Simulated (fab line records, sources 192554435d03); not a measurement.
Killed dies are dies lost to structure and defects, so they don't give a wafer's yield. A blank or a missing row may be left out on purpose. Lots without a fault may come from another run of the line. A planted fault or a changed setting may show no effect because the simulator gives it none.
Chamber matching | flow n5_finfet | N5_BEOL_M7_VIA_ETCH_34 on rie_diel-06: 4 sister chambers
The step etches SiCOH lowk in C4F6/O2, target depth 125.5 nm, time 50.5 s. 24 wafers are shown with their chamber, then 12 later ones without.

WAFERS WITH THEIR CHAMBER
wafer  | chamber | drypump_motor_current_A (A) | showerhead_plenum_p_Torr (Torr) | rf_vpp_V (V)
L077.1 | 3       | 6.4                         | 2.90                            | 671
L077.2 | 0       | 5.6                         | 2.84                            | 666
L077.4 | 2       | 5.9                         | 2.99                            | 652
L078.1 | 3       | 6.4                         | 2.90                            | 670
L078.5 | 1       | 6.0                         | 2.96                            | 660
L078.6 | 0       | 5.6                         | 2.84                            | 668
L079.2 | 3       | 6.4                         | 2.90                            | 671
L079.3 | 1       | 6.0                         | 2.96                            | 660
L079.5 | 3       | 6.5                         | 2.90                            | 671
L081.1 | 0       | 5.6                         | 2.83                            | 667
L081.3 | 3       | 6.5                         | 2.90                            | 670
L081.6 | 3       | 6.5                         | 2.90                            | 670
L082.1 | 0       | 5.6                         | 2.83                            | 668
L082.3 | 3       | 6.5                         | 2.90                            | 670
L082.6 | 1       | 6.0                         | 2.96                            | 658
L085.1 | 3       | 6.4                         | 2.89                            | 671
L085.4 | 1       | 6.0                         | 2.96                            | 659
L085.6 | 2       | 5.9                         | 2.98                            | 652
L090.1 | 1       | 6.0                         | 2.95                            | 659
L090.4 | 2       | 5.9                         | 2.98                            | 654
L090.6 | 1       | 6.0                         | 2.95                            | 659
L089.1 | 1       | 6.0                         | 2.95                            | 659
L089.3 | 2       | 5.9                         | 2.98                            | 653
L089.6 | 0       | 5.6                         | 2.83                            | 668

SIGNATURES (means of the wafers above)
reading                  | chamber 0 | chamber 1 | chamber 2 | chamber 3 | scatter within a chamber
drypump_motor_current_A  | 5.600     | 6.000     | 5.900     | 6.450     | 0.0316
showerhead_plenum_p_Torr | 2.8340    | 2.9557    | 2.9825    | 2.8987    | 0.00476
rf_vpp_V                 | 667.40    | 659.14    | 652.75    | 670.50    | 0.735
Rule: a wafer's distance from a chamber is the root of the sum, over the readings, of the square of ((its reading less the chamber's mean) divided by the reading's scatter). The wafer belongs to the nearest chamber; if the next one is less than 2 further off, it can't be placed. The scatter: the root of (the sum of the squares of (reading less its chamber's mean) over the shown wafers, divided by (wafers less chambers)).

WAFERS WITHOUT THEIR CHAMBER
wafer  | drypump_motor_current_A (A) | showerhead_plenum_p_Torr (Torr) | rf_vpp_V (V)
L092.1 | 6.0                         | 2.95                            | 660
L092.2 | 5.6                         | 2.83                            | 667
L092.4 | 5.9                         | 2.98                            | 653
L094.4 | 6.5                         | 2.88                            | 671
L094.5 | 5.9                         | 2.98                            | 650
L094.6 | 6.0                         | 2.95                            | 658
L096.1 | 6.0                         | 2.95                            | 657
L096.5 | 5.9                         | 2.97                            | 652
L096.6 | 6.0                         | 2.95                            | 658
L097.1 | 5.9                         | 2.97                            | 653
L097.2 | 6.0                         | 2.95                            | 660
L097.6 | 6.0                         | 2.95                            | 657

WHICH CHAMBER EACH WENT THROUGH
wafer  | from the rows above | in truth
L092.1 | 1                   | 1
L092.2 | 0                   | 0
L092.4 | 2                   | 2
L094.4 | 3                   | 3
L094.5 | 2                   | 2
L094.6 | 1                   | 1
L096.1 | 1                   | 1
L096.5 | 2                   | 2
L096.6 | 1                   | 1
L097.1 | 2                   | 2
L097.2 | 1                   | 1
L097.6 | 1                   | 1
Placed correctly: 12 of 12. Can't be placed from these rows: 0. Placed wrongly: 0.
